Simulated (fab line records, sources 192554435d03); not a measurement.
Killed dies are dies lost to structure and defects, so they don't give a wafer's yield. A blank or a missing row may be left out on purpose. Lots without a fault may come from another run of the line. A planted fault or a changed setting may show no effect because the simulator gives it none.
Which tool did it? | flow n5_finfet | 8 lots, 24 wafers sampled, at 5 steps of a route of 1938

WHAT THE GAUGES READ, wafer by wafer
N5_BEOL_M4_RC_MEAS_101.
lot  | measured     | on        | DIBL_N (mV/V)
L335 | day 9 11:40  | prober-01 | 36.4 33.3 35.5
L336 | day 10 09:23 | prober-02 | 34.4 36.3 35.7
L340 | day 10 17:22 | prober-02 | 38.5 36.8 35.9
L343 | day 11 14:03 | prober-01 | 37.2 36.6 36.7
L348 | day 12 22:29 | prober-01 | 36.5 35.7 34.4
L349 | day 12 22:19 | prober-02 | 38.6 36.9 39.0
L350 | day 13 12:11 | prober-01 | 36.0 37.5 36.9
L352 | day 13 19:11 | prober-02 | 36.3 36.1 38.6

WHICH TOOL RAN EACH LOT (tool, then ch and the chambers of the sampled wafers, then the start)
lot  | N5_HKMG_FIN_STRIP_34               | N5_HKMG_FIN_ETCH_35                | N5_HKMG_FIN_ALD_91                  | N5_HKMG_FIN_STRIP_89
L335 | rie_diel-04 ch 0,3, day 5 17:10    | rie_diel-04 ch 0,3, day 5 17:11    | ald_metal-03 ch 1,3, day 5 17:51    | rie_diel-01 ch 2,3, day 5 18:17
L336 | rie_diel-04 ch 0,2, day 6 12:08    | rie_diel-04 ch 0,2, day 6 12:10    | ald_metal-01 ch 1,2,3, day 6 12:53  | rie_diel-03 ch 0,2, day 6 13:29
L340 | rie_diel-03 ch 1,2, day 7 04:15    | rie_diel-03 ch 1,2, day 7 04:16    | ald_metal-03 ch 0,1,3, day 7 04:57  | rie_diel-01 ch 2,3, day 7 05:21
L343 | rie_diel-03 ch 2,3, day 7 18:05    | rie_diel-03 ch 2,3, day 7 18:07    | ald_metal-03 ch 0,2,3, day 7 18:47  | rie_diel-04 ch 0,1,2, day 7 19:11
L348 | rie_diel-04 ch 0,1,2, day 9 08:53  | rie_diel-04 ch 0,1,2, day 9 08:54  | ald_metal-04 ch 1,2, day 9 09:35    | rie_diel-04 ch 0,3, day 9 10:01
L349 | rie_diel-03 ch 0,2, day 9 09:38    | rie_diel-03 ch 0,2, day 9 09:39    | ald_metal-03 ch 0,2,3, day 9 10:26  | rie_diel-01 ch 1,2, day 9 10:55
L350 | rie_diel-01 ch 0,1, day 9 13:49    | rie_diel-01 ch 0,1, day 9 13:50    | ald_metal-04 ch 1,3, day 9 14:31    | rie_diel-03 ch 0,1,3, day 9 14:55
L352 | rie_diel-01 ch 0,1,2, day 10 03:02 | rie_diel-01 ch 0,1,2, day 10 03:03 | ald_metal-01 ch 0,2,3, day 10 03:44 | rie_diel-03 ch 1,2, day 10 04:08
- N5_HKMG_FIN_STRIP_34: strips in CF4.
- N5_HKMG_FIN_ETCH_35: etches SOC in N2/H2, target depth 215.8 nm, time 243.4 s.
- N5_HKMG_FIN_ALD_91: deposits TiN, target thk 1 nm, pulse time 1 s, purge time 3 s.
- N5_HKMG_FIN_STRIP_89: strips SOC in N2/H2, time 20 s.

THE ANSWER, worked out from the rows above alone
Rule: what is usual is taken from the lots themselves. Put in order of their means at a reading, lots are off if they are a third of the lots or fewer, leave a main group of 4 or more, and stand apart from it by a gap of 3 or more times the standard deviation of the main group's means; of several such gaps the widest counts. A main group whose means are all the same, to the digits that the tables above print for the reading, isn't used. A lot without any number at a reading at which 4 lots or more have one is off too. The other lots that the step has rows for count as sound.
No lot is off at any reading shown: from this, nothing can be told.

WHAT THE SIMULATOR HAD PUT IN
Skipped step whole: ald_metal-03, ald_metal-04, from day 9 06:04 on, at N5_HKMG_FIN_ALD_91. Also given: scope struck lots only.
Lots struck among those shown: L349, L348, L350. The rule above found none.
